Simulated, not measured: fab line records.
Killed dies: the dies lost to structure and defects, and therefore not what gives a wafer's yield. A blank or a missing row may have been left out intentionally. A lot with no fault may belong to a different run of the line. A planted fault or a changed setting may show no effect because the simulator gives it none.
fab line records ; flow nand-harc
[record] lots = 6; wafers = 18; last-day = 24
route steps=1159 shown P_CONTACT@249 P_M0@253 END@1159
lots that met no fault: taken from a fault-free run of the same line
start-h: hours from the record's opening day to when the first of the lot's shown wafers began ; wait-h: hours from the lot's prior step to this one ; " as in the row above ; L1.1+2: one row covering several wafers at once ; - either no value or no given start ; * or withheld: withheld ; < > ~ a bound
route shown NAME@n: a module of which the file shows steps, and the number in the route of the first ; usual: mean and standard deviation over wafers with no fault ; same: alike in all rows ; chamber/n: place in a boat ; sites: per-site readings ; _std_site: standard deviation of those values ; _edge_site: outer sites' mean less inner sites' ; radius-mm: for every site, how far away it sits from the centre of the wafer ; mask NAME#n: copy n ; behind: the last tool/chamber to shape the wafer ; hold: why the lot went on hold/how many hours it stayed there/how the hold came to an end ; device: the transistor (n, p or np) that didn't switch ; end of line: tests of these same wafers at the route's end ; a step given without rows: its recipe and nothing more ; killed: not the wafer's yield, but the dies lost to structure and defects at the first sort ; map: the dies of a wafer, with x for killed, . for not killed, _ for no die there
set.NAME: the setting as run; set.NAME@STEP: as run at that earlier step ; model.NAME: the simulator's own value behind a step, which no gauge read
lots at selected steps of the route; one table per step, one row per wafer
services: a tool's chamber out of use, with start hour (start-h, from the record's first day; less than 0 if before it), hours out, and reason
[[steps]]
[step NHARC_P_CONTACT_CMP_24]
[recipe] t-overpolish-s = 30; target-thk-nm = 200
[usual] motor-current-A = 11.6/1.2; overpolish-run-s = 30.001/0.0089; time-to-endpoint-s = 40.1/2.5
lot.wafer;tool;chamber;start-h;wait-h;motor-current-A;overpolish-run-s;time-to-endpoint-s
L586.4;cmp-01;2;128.47;0.4;11.1;30.004;41.9
L586.3;cmp-01;3;128.47;0.4;13.2;30.018;40.5
L586.1;cmp-01;1;128.47;0.4;10.5;30.000;43.2
L590.4;cmp-03;1;142.92;0.3;13.8;29.991;37.7
L590.2;cmp-03;3;142.92;0.3;12.5;30.015;42.8
L590.6;cmp-03;0;142.92;0.3;12.4;30.007;39.9
L602.3;cmp-04;1;222.71;0.4;10.1;30.007;41.9
L602.2;cmp-04;2;222.71;0.4;12.3;30.011;41.6
L602.1;cmp-04;0;222.71;0.4;10.2;30.020;37.8
L604.4;cmp-01;2;230.70;0.3;11.8;29.989;41.3
L604.2;cmp-01;3;230.70;0.3;12.9;29.999;42.5
L604.6;cmp-01;1;230.70;0.3;11.0;30.010;43.0
L606.4;cmp-01;0;239.13;0.4;12.2;29.995;39.7
L606.3;cmp-01;1;239.13;0.4;10.6;30.000;40.7
L606.5;cmp-01;0;239.13;0.4;11.9;29.989;40.1
L607.2;cmp-04;0;245.04;0.6;9.5;30.006;30.4
L607.3;cmp-04;1;245.04;0.6;10.2;30.014;34.5
L607.1;cmp-04;2;245.04;0.6;13.4;30.001;38.1
[step NHARC_P_CONTACT_SRD_26]
[step NHARC_P_CONTACT_INSPECT_27]
[usual] raw-defect-count = 270/92
lot.wafer;tool;chamber;start-h;wait-h;raw-defect-count
L586.1;defect-inspect-01;-;128.87;0.1;370
L586.3;defect-inspect-01;-;128.87;0.1;292
L586.4;defect-inspect-01;-;128.87;0.1;418
L590.2;defect-inspect-02;-;143.31;0.1;289
L590.4;defect-inspect-02;-;143.31;0.1;308
L590.6;defect-inspect-02;-;143.31;0.1;204
L602.1;defect-inspect-02;-;223.18;0.1;311
L602.2;defect-inspect-02;-;223.18;0.1;282
L602.3;defect-inspect-02;-;223.18;0.1;240
L604.2;defect-inspect-01;-;231.10;0.1;271
L604.4;defect-inspect-01;-;231.10;0.1;281
L604.6;defect-inspect-01;-;231.10;0.1;367
L606.3;defect-inspect-02;-;239.53;0.1;116
L606.4;defect-inspect-02;-;239.53;0.1;223
L606.5;defect-inspect-02;-;239.53;0.1;178
L607.1;defect-inspect-01;-;245.44;0.1;253
L607.2;defect-inspect-01;-;245.44;0.1;199
L607.3;defect-inspect-01;-;245.44;0.1;328
[step NHARC_P_M0_DEP_00]
[recipe] target-thk-a = 1500; target-thk-nm = 150; temp-c = withheld; pressure-torr = 5; flow-sccm = 200; rf-w = 600; material = SiOC
[step NHARC_P_M0_DEHYDRATE_01]
[recipe] temp-c = 150; time-s = 120
[step NHARC_P_M0_HMDS_02]
[recipe] time-s = 30
[step NHARC_P_M0_COAT_33]
[recipe] temp-c = 200; time-s = 65
[step NHARC_P_M0_COAT_03]
[recipe] spin-rpm = 1500; resist-thk-nm = 90
[step NHARC_P_M0_SOFTBAKE_04]
[recipe] temp-c = 105; time-s = 55
[step NHARC_P_M0_EBR_05]
[step NHARC_P_M0_EXPOSE_06]
[recipe] na = 1.35; target-cd-nm = 90; dose-mj = 81.28; mask-id = P_M0
[step NHARC_P_M0_PEB_07]
[recipe] peb-temp-c = 100; peb-time-s = 65
[usual] heater-power-total-W = 156.6/0.44; plate-temp-C = 100.01/0.13
lot.wafer;tool;chamber;start-h;wait-h;heater-power-total-W;plate-temp-C
L586.1;litho-track-06;0;129.63;0.1;157.0;99.75
L586.3;litho-track-06;0;129.63;0.1;157.1;99.98
L586.4;litho-track-06;0;129.63;0.1;156.6;99.86
L590.2;litho-track-06;0;144.01;0.1;156.6;99.92
L590.4;litho-track-06;0;144.01;0.1;156.6;99.87
L590.6;litho-track-06;0;144.01;0.1;156.1;100.09
L602.1;litho-track-04;0;223.88;0.1;156.0;99.98
L602.2;litho-track-04;0;223.88;0.1;157.1;100.00
L602.3;litho-track-04;0;223.88;0.1;156.3;99.96
L604.2;litho-track-04;0;231.80;0.1;160.9;101.95
L604.4;litho-track-04;0;231.80;0.1;160.3;101.92
L604.6;litho-track-04;0;231.80;0.1;160.4;102.01
L606.3;litho-track-04;0;240.56;0.0;161.0;101.97
L606.4;litho-track-04;0;240.56;0.0;160.3;101.95
L606.5;litho-track-04;0;240.56;0.0;160.5;101.93
L607.1;litho-track-06;0;246.27;0.1;157.2;100.10
L607.2;litho-track-06;0;246.27;0.1;157.1;100.07
L607.3;litho-track-06;0;246.27;0.1;156.8;100.14
[step NHARC_P_M0_DEVELOP_08]
[recipe] develop-time-s = 35; dev-temp-c = 23
[step NHARC_P_M0_CD_MEAS_09]
[recipe] target-cd-nm = 90; landing-energy-ev = 500
[usual] cd-nm = 90.1/0.55
lot.wafer;tool;chamber;start-h;wait-h;cd-nm
L586.1;cd-sem-02;0;129.71;-;90.5
L586.3;cd-sem-02;0;129.71;-;89.9
L586.4;cd-sem-02;0;129.71;-;89.9
L590.2;cd-sem-02;0;144.09;-;90.8
L590.4;cd-sem-02;0;144.09;-;89.7
L590.6;cd-sem-02;0;144.09;-;91.2
L602.1;cd-sem-01;0;223.96;-;89.7
L602.2;cd-sem-01;0;223.96;-;90.0
L602.3;cd-sem-01;0;223.96;-;89.7
L604.2;cd-sem-02;0;231.88;-;96.4
L604.4;cd-sem-02;0;231.88;-;96.2
L604.6;cd-sem-02;0;231.88;-;97.7
L606.3;cd-sem-01;0;240.64;-;98.0
L606.4;cd-sem-01;0;240.64;-;96.6
L606.5;cd-sem-01;0;240.64;-;97.3
L607.1;cd-sem-01;0;246.35;-;89.5
L607.2;cd-sem-01;0;246.35;-;90.3
L607.3;cd-sem-01;0;246.35;-;90.7
[step NHARC_P_M0_OVL_MEAS_10]
[recipe] pitch-nm = 180
[usual] overlay-x-nm = 0.2/0.7; overlay-y-nm = -0.1/0.86
lot.wafer;tool;chamber;start-h;wait-h;overlay-x-nm;overlay-y-nm
L586.1;overlay-02;-;129.80;-;-0.6;0.1
L586.3;overlay-02;-;129.80;-;-0.9;0.4
L586.4;overlay-02;-;129.80;-;-0.7;-0.1
L590.2;overlay-02;-;144.17;-;-1.0;-1.0
L590.4;overlay-02;-;144.17;-;-0.6;-1.5
L590.6;overlay-02;-;144.17;-;-0.7;-0.9
L602.1;overlay-02;-;224.05;-;1.2;-0.6
L602.2;overlay-02;-;224.05;-;0.4;-0.2
L602.3;overlay-02;-;224.05;-;0.9;-0.3
L604.2;overlay-02;-;231.97;-;0.7;-0.4
L604.4;overlay-02;-;231.97;-;0.7;-0.5
L604.6;overlay-02;-;231.97;-;0.5;-0.1
L606.3;overlay-01;-;240.72;-;-0.1;0.3
L606.4;overlay-01;-;240.72;-;-0.1;0.1
L606.5;overlay-01;-;240.72;-;0.2;0.3
L607.1;overlay-01;-;246.44;-;0.1;-2.0
L607.2;overlay-01;-;246.44;-;0.3;-1.7
L607.3;overlay-01;-;246.44;-;-0.2;-2.2
[step NHARC_P_M0_INSPECT_11]
[usual] raw-defect-count = 4.4/2.9
lot.wafer;tool;chamber;start-h;wait-h;raw-defect-count
L586.1;defect-inspect-02;-;129.84;0.0;7
L586.3;defect-inspect-02;-;129.84;0.0;3
L586.4;defect-inspect-02;-;129.84;0.0;5
L590.2;defect-inspect-01;-;144.21;0.0;5
L590.4;defect-inspect-01;-;144.21;0.0;4
L590.6;defect-inspect-01;-;144.21;0.0;6
L602.1;defect-inspect-02;-;224.08;0.0;1
L602.2;defect-inspect-02;-;224.08;0.0;5
L602.3;defect-inspect-02;-;224.08;0.0;8
L604.2;defect-inspect-01;-;232.00;0.0;3
L604.4;defect-inspect-01;-;232.00;0.0;4
L604.6;defect-inspect-01;-;232.00;0.0;5
L606.3;defect-inspect-02;-;240.76;0.0;1
L606.4;defect-inspect-02;-;240.76;0.0;4
L606.5;defect-inspect-02;-;240.76;0.0;9
L607.1;defect-inspect-02;-;246.47;0.0;4
L607.2;defect-inspect-02;-;246.47;0.0;6
L607.3;defect-inspect-02;-;246.47;0.0;2
[step NHARC_P_M0_DESCUM_14]
[recipe] time-s = 3; o2-flow-sccm = 200; ar-flow-sccm = 0; bias-power-w = 0; chemistry = O2
[usual] drypump-motor-current-A = 5.8/0.57; o2-flow-sccm = 199.9/0.58; oes-product-au = 1.001/0.0098; rf-vpp-V = 57.8/0.81; showerhead-plenum-p-Torr = 1.94/0.055; throttle-valve-pct = 11.310/0.0091
lot.wafer;tool;chamber;start-h;wait-h;drypump-motor-current-A;o2-flow-sccm;oes-product-au;rf-hours-counter-h;rf-vpp-V;showerhead-plenum-p-Torr;throttle-valve-pct;model.P_M0.cd-nm
L586.4;rie-diel-11;0;129.90;0.1;6.0;199.4;0.989;8;58.2;1.98;11.300;91.05
L586.3;rie-diel-11;1;129.90;0.1;6.1;200.2;0.987;8;57.9;1.94;11.314;89.59
L586.1;rie-diel-11;3;129.90;0.1;5.9;199.8;0.990;7;58.1;1.97;11.316;89.71
L590.2;rie-diel-11;3;144.43;0.2;5.8;200.6;0.992;8;57.4;1.97;11.291;90.19
L590.4;rie-diel-11;0;144.43;0.2;6.0;200.1;0.985;9;56.9;1.98;11.316;91.17
L590.6;rie-diel-11;2;144.43;0.2;6.5;200.4;1.004;-;59.1;1.91;11.305;91.15
L602.3;rie-diel-01;2;224.15;0.1;5.9;200.4;0.983;6;57.7;1.99;11.314;89.9
L602.1;rie-diel-01;3;224.15;0.1;5.6;200.1;0.996;6;57.4;1.95;11.323;89.57
L602.2;rie-diel-01;0;224.15;0.1;6.1;199.5;0.981;5;56.0;1.81;11.299;90.3
L604.2;rie-diel-11;1;232.06;0.1;6.1;199.1;0.991;2;59.0;1.93;11.316;96.83
L604.4;rie-diel-11;3;232.06;0.1;5.8;200.8;1.004;2;57.8;1.97;11.308;96.47
L604.6;rie-diel-11;1;232.06;0.1;6.1;199.3;0.991;-;57.5;1.93;11.301;98.23
L606.3;rie-diel-13;1;240.84;0.1;5.4;199.6;0.990;9;58.2;1.98;11.304;97.63
L606.4;rie-diel-13;2;240.84;0.1;6.5;200.9;1.001;9;57.3;1.85;11.303;97.17
L606.5;rie-diel-13;3;240.84;0.1;4.8;199.0;1.005;-;58.1;2.00;11.320;96.31
L607.1;rie-diel-11;1;246.54;0.1;6.1;200.4;0.976;3;57.9;1.93;11.293;89.49
L607.2;rie-diel-11;2;246.54;0.1;6.5;200.3;1.008;2;57.3;1.91;11.307;90.69
L607.3;rie-diel-11;3;246.54;0.1;5.8;199.9;0.999;2;58.0;1.97;11.305;91.35
[step NHARC_P_M0_ETCH_34]
[recipe] target-depth-a = 400; overetch-a = 120; time-s = 43.94; ion-energy-ev = 200; n2-flow-sccm = 150; h2-flow-sccm = 150; ar-flow-sccm = 0; rf-w = 400; bias-w = 150; chemistry = N2/H2
[usual] drypump-motor-current-A = 5.7/0.56; oes-product-au = 1.000/0.01; rf-vpp-V = 431.5/1.9; showerhead-plenum-p-Torr = 2.08/0.058; throttle-valve-pct = 14.171/0.0092
lot.wafer;tool;chamber;start-h;wait-h;drypump-motor-current-A;oes-product-au;rf-hours-counter-h;rf-vpp-V;showerhead-plenum-p-Torr;throttle-valve-pct
L586.4;rie-diel-11;3;129.98;0.1;5.8;0.996;7;433.4;2.10;14.165
L586.1;rie-diel-11;0;129.98;0.1;6.0;0.971;8;432.4;2.11;14.172
L586.3;rie-diel-11;2;129.98;0.1;6.5;0.998;7;430.8;2.03;14.175
L590.2;rie-diel-11;0;144.50;0.1;6.0;0.983;9;430.1;2.11;14.178
L590.4;rie-diel-11;1;144.50;0.1;6.1;0.985;9;431.2;2.07;14.159
L590.6;rie-diel-11;0;144.50;0.1;6.0;0.983;-;432.3;2.11;14.166
L602.2;rie-diel-01;2;224.23;0.1;6.0;0.984;6;431.9;2.13;14.167
L602.3;rie-diel-01;0;224.23;0.1;6.1;0.989;5;426.8;1.93;14.175
L602.1;rie-diel-01;1;224.23;0.1;6.1;1.001;5;432.9;2.18;14.164
L604.4;rie-diel-11;2;232.15;0.1;6.5;0.999;1;429.5;2.03;14.155
L604.2;rie-diel-11;1;232.15;0.1;6.1;0.996;2;429.9;2.06;14.158
L604.6;rie-diel-11;2;232.15;0.1;6.5;1.005;-;430.5;2.03;14.177
L606.3;rie-diel-13;0;240.91;0.1;5.3;1.008;10;431.3;2.08;14.177
L606.4;rie-diel-13;1;240.91;0.1;5.4;0.993;9;432.6;2.11;14.151
L606.5;rie-diel-13;1;240.91;0.1;5.4;0.988;-;432.9;2.11;14.174
L607.1;rie-diel-11;3;246.63;0.1;5.8;0.998;2;432.7;2.10;14.171
L607.3;rie-diel-11;0;246.63;0.1;6.0;0.998;3;432.5;2.11;14.173
L607.2;rie-diel-11;1;246.63;0.1;6.1;0.999;3;429.8;2.06;14.169
[step NHARC_P_M0_ETCH_15]
[recipe] target-depth-a = 1500; overetch-a = 150; time-s = 82.5; c4f8-flow-sccm = withheld; ar-flow-sccm = 400; rf-w = 600; bias-w = 300; chemistry = C4F8/Ar
[usual] oes-product-au = 0.958/0.022; rf-vpp-V = 441.8/1.9
lot.wafer;tool;chamber;start-h;wait-h;oes-product-au;rf-hours-counter-h;rf-vpp-V;model.P_M0.cd-nm
L586.3;rie-diel-11;3;-;-;0.971;7;443.1;89.03
L586.4;rie-diel-11;0;-;-;0.961;8;442.2;91.62
L586.1;rie-diel-11;1;-;-;0.961;8;441.2;89.35
L590.2;rie-diel-11;1;-;-;0.914;9;441.2;90.02
L590.4;rie-diel-11;2;-;-;0.928;8;440.4;91.18
L590.6;rie-diel-11;3;-;-;0.922;-;442.5;90.72
L602.2;rie-diel-01;2;-;-;0.922;6;442.9;90.56
L602.1;rie-diel-01;3;-;-;0.926;6;441.1;88.82
L602.3;rie-diel-01;0;-;-;0.927;5;437.7;90.01
L604.2;rie-diel-11;1;-;-;0.948;2;441.8;96.06
L604.4;rie-diel-11;3;-;-;0.974;2;442.5;96.26
L604.6;rie-diel-11;0;-;-;0.990;-;443.8;98.02
L606.3;rie-diel-13;2;-;-;0.987;9;439.2;97.44
L606.4;rie-diel-13;0;-;-;0.971;10;442.7;97.7
L606.5;rie-diel-13;1;-;-;0.968;-;440.9;96.79
L607.2;rie-diel-11;0;-;-;0.961;3;442.2;90.13
L607.3;rie-diel-11;1;-;-;0.946;3;440.8;90.42
L607.1;rie-diel-11;3;-;-;0.982;2;442.6;89.36
[step NHARC_P_M0_CD_MEAS_16]
[usual] cd-nm = 90.2/0.84
lot.wafer;tool;chamber;start-h;wait-h;cd-nm
L586.1;cd-sem-02;-;130.20;-;89.0
L586.3;cd-sem-02;-;130.20;-;89.2
L586.4;cd-sem-02;-;130.20;-;91.5
L590.2;cd-sem-02;-;144.72;-;89.8
L590.4;cd-sem-02;-;144.72;-;91.4
L590.6;cd-sem-02;-;144.72;-;90.7
L602.1;cd-sem-03;-;224.44;-;89.0
L602.2;cd-sem-03;-;224.44;-;90.5
L602.3;cd-sem-03;-;224.44;-;89.8
L604.2;cd-sem-02;-;232.37;-;96.3
L604.4;cd-sem-02;-;232.37;-;96.5
L604.6;cd-sem-02;-;232.37;-;98.2
L606.3;cd-sem-03;-;241.13;-;97.6
L606.4;cd-sem-03;-;241.13;-;97.9
L606.5;cd-sem-03;-;241.13;-;97.1
L607.1;cd-sem-03;-;246.84;-;89.6
L607.2;cd-sem-03;-;246.84;-;90.0
L607.3;cd-sem-03;-;246.84;-;90.4
[step NHARC_END_SORT_01]
[recipe] temp-c = 25
[usual] defect-limited-yield = 95.1/1.8; killed-at-array = 29/11; killed-at-other = 0.5/0.8; killed-at-periphery = 3.5/2.8; killed-dies = 33/12; killed-open = 3.1/1.8; killed-short = 1.8/1.4; sort_bin_2_pct = 1.5/0.65; sort_bin_3_pct = 0.24/0.21; sort_bin_4_pct = 3.1/1.2; sort-n-pass = 644/12; sort-rim-yield-pct = 97.5/1.9; sort-yield-pct = 95.1/1.8
[same] gross-dies = 677; sort_bin_5_pct[%] = 0; sort_bin_6_pct[%] = 0; sort_bin_7_pct[%] = 0; sort_bin_8_pct[%] = 0; sort-rim-n-gross = 106.00
lot.wafer;tool;chamber;start-h;wait-h;defect-limited-yield[%];killed-at-array;killed-at-other;killed-at-periphery;killed-dies;killed-open;killed-short;sort_bin_2_pct[%];sort_bin_3_pct[%];sort_bin_4_pct[%];sort-n-pass;sort-rim-yield-pct[%];sort-yield-pct[%]
L586.1;prober-02;0;468.81;2.5;94.5;29;0;8;37;5;3;1.2;0.30;4.0;640;94.3;94.5
L586.3;prober-02;0;470.40;3.1;94.4;32;3;3;38;7;2;1.8;0.30;3.5;639;96.2;94.4
L586.4;prober-02;0;471.19;3.4;95.4;26;0;5;31;4;2;1.2;0;3.4;646;97.2;95.4
L590.2;prober-02;0;485.26;2.8;96.9;17;0;4;21;3;5;0.6;0;2.5;656;94.3;96.9
L590.4;prober-02;0;486.86;3.4;97.8;11;0;4;15;4;0;0.4;0;1.8;662;99.1;97.8
L590.6;prober-02;0;488.46;4.0;97.5;13;2;2;17;1;1;0.6;0;1.9;660;99.1;97.5
L602.1;prober-01;0;550.46;2.5;94.7;34;0;2;36;3;1;2.1;0.30;3.0;641;99.1;94.7
L602.2;prober-01;0;551.26;2.8;92.9;42;0;6;48;2;2;2.5;0.15;4.4;629;93.4;92.9
L602.3;prober-01;0;552.07;3.1;92.5;46;0;5;51;0;3;1.6;0.15;5.8;626;94.3;92.5
// killed by level:class
L586.1 A_CHANNEL_HOLE_D1:chamber-film-flake=11 A_SLIT:chamber-film-flake=6 A_CONTACT:chamber-film-flake=4 P_STI:chamber-film-flake=3 P_M1:chamber-film-flake=3 A_STAIRCASE:chamber-film-flake=2 P_STI:geometric-particle:open=1 P_CONTACT:geometric-particle:open=1
L586.3 A_CHANNEL_HOLE_D1:chamber-film-flake=10 A_SLIT:chamber-film-flake=9 A_WL_FILL:chamber-film-flake=4 THIN_TSV:chamber-film-flake=3 A_CONTACT:geometric-particle:open=2 A_M0:geometric-particle:open=2 P_CONTACT:geometric-particle:open=1 A_CHANNEL_FILL_D1:geometric-particle:short=1
L586.4 A_CHANNEL_HOLE_D1:chamber-film-flake=9 A_SLIT:chamber-film-flake=8 A_WL_FILL:chamber-film-flake=3 P_STI:chamber-film-flake=2 P_GATE:geometric-particle:short=1 A_SOURCE_PLATE:geometric-particle:short=1 A_WL_FILL:geometric-particle:open=1 A_CONTACT:geometric-particle:open=1
L590.2 A_CONTACT:chamber-film-flake=4 A_CONTACT:geometric-particle:short=3 A_STAIRCASE:chamber-film-flake=3 P_ZERO_WELL:chamber-film-flake=2 A_ZERO_WELL:chamber-film-flake=2 P_CONTACT:geometric-particle:short=1 P_M0:geometric-particle:open=1 A_ONON_D1:geometric-particle:open=1
L590.4 A_CONTACT:chamber-film-flake=4 A_CHANNEL_HOLE_D1:chamber-film-flake=3 A_CONTACT:geometric-particle:open=2 P_CONTACT:geometric-particle:open=1 P_M1:geometric-particle:open=1 P_ZERO_WELL:chamber-film-flake=1 P_GATE:chamber-film-flake=1 A_ZERO_WELL:chamber-film-flake=1
L590.6 A_CHANNEL_HOLE_D1:chamber-film-flake=5 A_CONTACT:chamber-film-flake=3 P_GATE:chamber-film-flake=2 THIN_TSV:chamber-film-flake=2 A_CHANNEL_FILL_D1:geometric-particle:short=1 A_CONTACT:geometric-particle:open=1 A_ZERO_WELL:chamber-film-flake=1 A_STAIRCASE:chamber-film-flake=1
L602.1 A_CHANNEL_HOLE_D1:chamber-film-flake=19 A_STAIRCASE:chamber-film-flake=5 A_SLIT:chamber-film-flake=2 A_CONTACT:chamber-film-flake=2 A_M0:chamber-film-flake=2 P_GATE:geometric-particle:open=1 A_ONON_D1:geometric-particle:open=1 A_CONTACT:geometric-particle:short=1
L602.2 A_CHANNEL_HOLE_D1:chamber-film-flake=24 A_STAIRCASE:chamber-film-flake=8 A_M0:chamber-film-flake=4 P_ZERO_WELL:chamber-film-flake=3 A_CONTACT:chamber-film-flake=3 P_ZERO_WELL:geometric-particle:open=1 A_ONON_D1:geometric-particle:short=1 A_BLC:geometric-particle:open=1
L602.3 A_CHANNEL_HOLE_D1:chamber-film-flake=24 A_STAIRCASE:chamber-film-flake=10 A_CONTACT:chamber-film-flake=4 A_M0:chamber-film-flake=4 A_WL_FILL:geometric-particle:short=2 P_CONTACT:geometric-particle:short=1 P_ZERO_WELL:chamber-film-flake=1 P_STI:chamber-film-flake=1
[[services]]
tool;chamber;start-h;hours;kind
cmp-04;-;105.00;4.0;pm
litho-track-06;-;117.00;7.0;pm
rie-diel-11;0;123.55;-;clean
rie-diel-11;1;123.55;-;clean
rie-diel-11;2;123.55;-;clean
rie-diel-11;3;123.55;-;clean
rie-diel-01;-;137.80;9.0;pm
litho-track-04;-;141.00;7.0;pm
rie-diel-11;0;148.09;-;clean
cmp-03;-;150.08;9.8;repair
rie-diel-13;3;154.56;5.8;repair
cmp-04;-;156.08;0.4;repair
rie-diel-13;2;158.65;5.3;repair
cmp-03;-;159.89;4.0;pm
cmp-03;-;174.38;4.3;repair
rie-diel-13;1;176.02;7.0;repair
rie-diel-11;2;177.87;12.9;repair
cmp-01;-;179.77;4.0;pm
rie-diel-11;-;193.55;9.0;pm
cmp-03;-;201.33;1.0;repair
cmp-04;-;203.10;4.0;pm
cmp-04;-;210.34;1.5;repair
cmp-04;-;227.51;4.1;repair
rie-diel-01;1;227.85;13.1;repair
[[key]]
[first-sign] step = NHARC_P_M0_PEB_07; reading = plate-temp-C; direction = up; sigmas = 15; usual = *; struck = *
[effect] step = NHARC_P_M0_PEB_07; reading = heater-power-total-W; direction = up; sigmas = 9.1; usual = *; struck = *
[effect] step = NHARC_P_M0_CD_MEAS_09; reading = cd-nm; direction = up; sigmas = 12; usual = 90.1; struck = 97.0
[effect] step = NHARC_P_M0_CD_MEAS_16; reading = cd-nm; direction = up; sigmas = 8.4; usual = 90.2; struck = 97.3
[model-effect] step = NHARC_P_M0_DESCUM_14; value = P_M0.cd-nm; without = 90.29; struck = 97.11
[model-effect] step = NHARC_P_M0_ETCH_15; value = P_M0.cd-nm; without = 90.23; struck = 97.04
met-at NHARC_P_M0_PEB_07
struck-wafers L604.2,L604.4,L604.6,L606.3,L606.4,L606.5
onset-between 223.88 231.80
[fault] kind = process-parameter-drift; tool = litho-track-04; chamber = -; onset-h = 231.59; steps = NHARC_P_M0_PEB_07; channel = peb-temp-c; offset = *; shape = step; end-h = 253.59; acts-in = *; stated = *
